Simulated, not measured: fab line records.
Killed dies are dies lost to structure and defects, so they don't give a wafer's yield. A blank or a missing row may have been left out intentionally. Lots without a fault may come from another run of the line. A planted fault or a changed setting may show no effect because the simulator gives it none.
Which tool is to blame? | flow n5 finfet | Sampling: 12 lots, 36 wafers, 3 of 1938 route steps

## WHAT EACH GAUGE READ, for each wafer
N5_ILD0_THK_MEAS_08.
lot  | measured    | on            | thk nm (nm)
L075 | day 3 19:09 | film metro-01 | 139.5 138.7 138.0
L077 | day 4 08:36 | film metro-02 | 138.3 138.3 139.8
L079 | day 4 19:27 | film metro-01 | 138.1 138.7 137.8
L081 | day 5 07:02 | film metro-02 | 137.2 139.4 137.8
L083 | day 5 21:55 | film metro-01 | 139.8 139.1 138.5
L086 | day 6 13:26 | film metro-01 | 139.2 140.1 138.4
L087 | day 7 00:02 | film metro-02 | 139.9 141.2 140.3
L089 | day 7 07:56 | film metro-02 | 141.1 139.2 138.0
L091 | day 7 20:29 | film metro-02 | 139.6 139.4 138.6
L093 | day 8 08:22 | film metro-02 | 138.1 138.4 137.8
L095 | day 8 21:54 | film metro-02 | 138.5 138.0 137.8
L097 | day 9 09:16 | film metro-02 | 140.5 138.3 137.1

## TOOL THAT RAN EACH LOT (tool first, then ch and the chambers of the sampled wafers, then the start)
lot  | N5_SD_ACTIVATION_LSA_01           | N5_ILD0_CMP_03
L075 | laser anneal-02 ch 0, day 3 15:23 | cmp-04 ch 0,1, day 3 18:32
L077 | laser anneal-02 ch 0, day 4 04:55 | cmp-04 ch 1,2, day 4 07:59
L079 | laser anneal-02 ch 0, day 4 15:52 | cmp-01 ch 0,2,3, day 4 18:49
L081 | laser anneal-02 ch 0, day 5 03:23 | cmp-02 ch 0,1,3, day 5 06:25
L083 | laser anneal-02 ch 0, day 5 18:25 | cmp-02 ch 0,2,3, day 5 21:19
L086 | laser anneal-02 ch 0, day 6 09:55 | cmp-04 ch 0,1,2, day 6 12:52
L087 | laser anneal-02 ch 0, day 6 20:28 | cmp-01 ch 0,2,3, day 6 23:29
L089 | laser anneal-02 ch 0, day 7 04:25 | cmp-02 ch 0,2,3, day 7 07:19
L091 | laser anneal-02 ch 0, day 7 16:56 | cmp-04 ch 0,2, day 7 19:55
L093 | laser anneal-02 ch 0, day 8 04:49 | cmp-04 ch 0,2,3, day 8 07:45
L095 | laser anneal-02 ch 0, day 8 18:16 | cmp-02 ch 0,1,2, day 8 21:19
L097 | laser anneal-02 ch 0, day 9 05:14 | cmp-04 ch 0,1, day 9 08:39
- N5_SD_ACTIVATION_LSA_01: time 0.0008 s.
- N5_ILD0_CMP_03: polishes, stops on SiNx, t overpolish 1.9 s, target thk 197.38 nm.

## THE ANSWER, worked out from the rows above alone
Rule: what is usual is taken from the lots themselves. Put in order of their means at a reading, lots are off if they are a third of the lots or fewer, leave a main group of 4 or more, and stand apart from it by a gap of 3 or more times the standard deviation of the main group's means; of several such gaps the widest counts. A main group whose means are all the same, to the digits that the tables above print for the reading, isn't used. Also off: a lot with no number at a reading for which 4 or more lots have one. All remaining lots with rows at the step are treated as sound.
No lot is off on any of the readings shown, so nothing can be concluded from this.

## WHAT HAD BEEN PUT IN BY THE SIMULATOR
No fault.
